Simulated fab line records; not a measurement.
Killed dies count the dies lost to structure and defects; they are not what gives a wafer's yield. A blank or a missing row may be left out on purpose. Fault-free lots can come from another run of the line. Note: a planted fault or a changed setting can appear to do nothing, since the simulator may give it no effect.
Chamber matching / flow nand harc / NHARC_P_M2_DEP_33 on pecvd-02 has 3 sister chambers
The step deposits SiCN, target thk 30 nm. 6 wafers are shown with their chamber, then 9 later ones without.

## WAFERS, EACH WITH ITS CHAMBER
wafer=L082.1; chamber=0; showerhead vpp V (V)=1412; heater power w (W)=626
wafer=L086.4; chamber=2; showerhead vpp V (V)=1218; heater power w (W)=584
wafer=L086.5; chamber=1; showerhead vpp V (V)=1431; heater power w (W)=481
wafer=L089.1; chamber=2; showerhead vpp V (V)=1218; heater power w (W)=577
wafer=L089.2; chamber=1; showerhead vpp V (V)=1436; heater power w (W)=570
wafer=L089.3; chamber=0; showerhead vpp V (V)=1404; heater power w (W)=680

## WAFERS WHOSE CHAMBER IS MISSING
wafer=L088.1; showerhead vpp V (V)=1223; heater power w (W)=586
wafer=L088.4; showerhead vpp V (V)=1425; heater power w (W)=668
wafer=L088.5; showerhead vpp V (V)=1237; heater power w (W)=573
wafer=L091.3; showerhead vpp V (V)=1382; heater power w (W)=772
wafer=L091.4; showerhead vpp V (V)=1418; heater power w (W)=484
wafer=L091.6; showerhead vpp V (V)=1254; heater power w (W)=566
wafer=L097.2; showerhead vpp V (V)=1391; heater power w (W)=769
wafer=L097.3; showerhead vpp V (V)=1420; heater power w (W)=604
wafer=L097.5; showerhead vpp V (V)=1411; heater power w (W)=785

## WHICH CHAMBER EACH ONE RAN IN
wafer=L088.1; from the rows above=2; in truth=2
wafer=L088.4; from the rows above=can't be placed: 1 or 0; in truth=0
wafer=L088.5; from the rows above=2; in truth=2
wafer=L091.3; from the rows above=0; in truth=0
wafer=L091.4; from the rows above=can't be placed: 1 or 0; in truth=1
wafer=L091.6; from the rows above=2; in truth=2
wafer=L097.2; from the rows above=0; in truth=0
wafer=L097.3; from the rows above=can't be placed: 0 or 1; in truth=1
wafer=L097.5; from the rows above=0; in truth=0
Placed correctly: 6 of 9. Can't be placed from these rows: 3 (the true chamber is among the candidates in 3). Number placed wrongly: 0.
How it was worked out, from the rows above alone: a wafer's distance from a chamber is the root of the sum, over the readings, of the square of ((its reading less the chamber's mean) divided by the reading's scatter). The wafer belongs to the nearest chamber; if the next one is less than 2 further off, it can't be placed. Each chamber's mean is taken over the wafers shown for it. The scatter: take each reading less its chamber's mean, square it, sum over the shown wafers, divide by the number of wafers less the number of chambers, and take the root.
